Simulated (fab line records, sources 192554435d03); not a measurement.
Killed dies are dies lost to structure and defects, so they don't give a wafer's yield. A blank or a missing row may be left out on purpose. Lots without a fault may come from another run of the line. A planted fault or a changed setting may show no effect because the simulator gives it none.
Which tool did it? | flow n5_finfet | 9 lots, 26 wafers sampled, at 3 steps of a route of 1938

WHAT THE GAUGES READ, wafer by wafer
N5_BEOL_M12_INSPECT_30: inspects for defects (macro). Usual: raw_defect_count 2.0, standard deviation 1.4.
lot  | measured     | on                | raw_defect_count | flag
L952 | day 12 10:40 | defect_inspect-02 | 1 2 2            |
L962 | day 15 04:58 | defect_inspect-02 | 2 4              |
L965 | day 15 18:38 | defect_inspect-01 | 0 >300 2         |
L969 | day 15 22:05 | defect_inspect-02 | 2 >300 1         |
L967 | day 16 11:22 | defect_inspect-01 | 2 >300 3         |
L970 | day 17 05:04 | defect_inspect-01 | 3 3 3            |
L971 | day 17 15:57 | defect_inspect-01 | 4 0 0            |
L974 | day 18 07:25 | defect_inspect-02 | 6 1 4            |
L973 | day 18 10:40 | defect_inspect-02 | 1 3 2            |

WHICH TOOL RAN EACH LOT (tool, then ch and the chambers of the sampled wafers, then the start)
lot  | N5_BEOL_M12_ETCH_59                | N5_BEOL_M12_VIA_ETCH_16
L952 | rie_diel-02 ch 0,2,3, day 12 09:47 | rie_diel-02 ch 0,2,3, day 12 09:50
L962 | rie_diel-02 ch 0,3, day 15 03:59   | rie_diel-02 ch 0,3, day 15 04:02
L965 | rie_diel-02 ch 1,2,3, day 15 17:46 | rie_diel-02 ch 1,2,3, day 15 17:49
L969 | rie_diel-02 ch 0,2,3, day 15 21:05 | rie_diel-02 ch 0,2,3, day 15 21:08
L967 | rie_diel-02 ch 1,2, day 16 10:24   | rie_diel-02 ch 1,3, day 16 10:27
L970 | rie_diel-06 ch 0,2,3, day 17 04:06 | rie_diel-06 ch 0,2,3, day 17 04:09
L971 | rie_diel-05 ch 1,2,3, day 17 14:59 | rie_diel-05 ch 1,2,3, day 17 15:02
L974 | rie_diel-06 ch 1,2, day 18 06:35   | rie_diel-06 ch 1,2, day 18 06:38
L973 | rie_diel-05 ch 1,2,3, day 18 09:49 | rie_diel-05 ch 1,2,3, day 18 09:52
- N5_BEOL_M12_ETCH_59: etches BARC in N2/H2, target depth 89 nm, overetch 26.7 nm, time 67.9 s.
- N5_BEOL_M12_VIA_ETCH_16: etches SiOC in C4F8/O2/Ar, target depth 724.8 nm.

WHAT THE TOOLS THEMSELVES READ (means of the sampled wafers that have a number; where no wafer has one, the mark that the record gives instead)
N5_BEOL_M12_ETCH_59. Usual: drypump_motor_current_A 5.7 A, standard deviation 0.42; oes_product_au 0.69 a.u., standard deviation 0.07; rf_fwd_power_W 834 W, standard deviation 3.6; rf_vpp_V 524.3 V, standard deviation 1.7; showerhead_plenum_p_Torr 2.55 Torr, standard deviation 0.054; throttle_valve_pct 17.84 %, standard deviation 0.2.
lot  | tool        | drypump_motor_current_A (A) | oes_product_au (a.u.) | rf_fwd_power_W (W) | rf_vpp_V (V) | showerhead_plenum_p_Torr (Torr) | throttle_valve_pct (%) | flag
L952 | rie_diel-02 | 5.8                         | 0.74                  | 834                | 526.3        | 2.61                            | 17.71                  |
L962 | rie_diel-02 | 5.8                         | 0.72                  | 836                | 525.8        | 2.62                            | 17.67                  |
L965 | rie_diel-02 | 5.7                         | 0.72                  | 834                | 525.3        | 2.56                            | 17.70                  |
L969 | rie_diel-02 | 5.8                         | 0.70                  | 834                | 525.4        | 2.59                            | 17.77                  |
L967 | rie_diel-02 | 5.5                         | 0.70                  | 833                | 524.5        | 2.53                            | 17.81                  |
L970 | rie_diel-06 | 6.0                         | 0.70                  | 833                | 522.9        | 2.51                            | 17.84                  |
L971 | rie_diel-05 | 5.4                         | 0.67                  | 834                | 523.3        | 2.52                            | 17.94                  |
L974 | rie_diel-06 | 6.0                         | 0.70                  | 832                | 523.2        | 2.55                            | 17.80                  |
L973 | rie_diel-05 | 5.4                         | 0.66                  | 831                | 523.2        | 2.52                            | 17.95                  |

N5_BEOL_M12_VIA_ETCH_16. Usual: drypump_motor_current_A 5.7 A, standard deviation 0.42; mfc_ar_sccm 399.7 sccm, standard deviation 1.2; oes_product_au 0.73 a.u., standard deviation 0.078; rf_fwd_power_W 2993 W, standard deviation 10; rf_vpp_V 665.9 V, standard deviation 2; showerhead_plenum_p_Torr 3.42 Torr, standard deviation 0.062; throttle_valve_pct 24.14 %, standard deviation 0.13.
lot  | tool        | drypump_motor_current_A (A) | mfc_ar_sccm (sccm) | oes_product_au (a.u.) | rf_fwd_power_W (W) | rf_vpp_V (V) | showerhead_plenum_p_Torr (Torr) | throttle_valve_pct (%) | flag
L952 | rie_diel-02 | 5.8                         | 398.8              | 0.79                  | 2997               | 667.6        | 3.50                            | 24.07                  |
L962 | rie_diel-02 | 5.8                         | 399.6              | 0.77                  | 3006               | 669.6        | 3.50                            | 24.07                  |
L965 | rie_diel-02 | 5.7                         | 400.2              | 0.76                  | 2992               | 666.0        | 3.44                            | 24.09                  |
L969 | rie_diel-02 | 5.8                         | 400.8              | 0.74                  | 2996               | 667.9        | 3.48                            | 24.11                  |
L967 | rie_diel-02 | 5.5                         | 398.7              | 0.78                  | 2985               | 665.0        | 3.42                            | 24.04                  |
L970 | rie_diel-06 | 6.0                         | 399.4              | 0.74                  | 2990               | 664.5        | 3.37                            | 24.16                  |
L971 | rie_diel-05 | 5.4                         | 399.5              | 0.71                  | 2993               | 664.7        | 3.37                            | 24.14                  |
L974 | rie_diel-06 | 5.9                         | 400.0              | 0.74                  | 2992               | 665.6        | 3.41                            | 24.06                  |
L973 | rie_diel-05 | 5.4                         | 399.4              | 0.69                  | 2997               | 664.1        | 3.37                            | 24.14                  |

THE ANSWER, worked out from the rows above alone
Rule: a lot is off if the mean of its wafers that have a number lies more than 3 standard deviations from the usual mean. A lot without any number at a reading at which 4 lots or more have one is off too. The other lots that the step has rows for count as sound. The gauges are gone through in route order, then the tools' own readings, and for those a lot's mean is taken as printed above. The first step at which some lot is off is used, and at that step the reading that is off furthest; a lot without a number counts as furthest.
No lot is off at any reading shown: from this, nothing can be told.

WHAT THE SIMULATOR HAD PUT IN
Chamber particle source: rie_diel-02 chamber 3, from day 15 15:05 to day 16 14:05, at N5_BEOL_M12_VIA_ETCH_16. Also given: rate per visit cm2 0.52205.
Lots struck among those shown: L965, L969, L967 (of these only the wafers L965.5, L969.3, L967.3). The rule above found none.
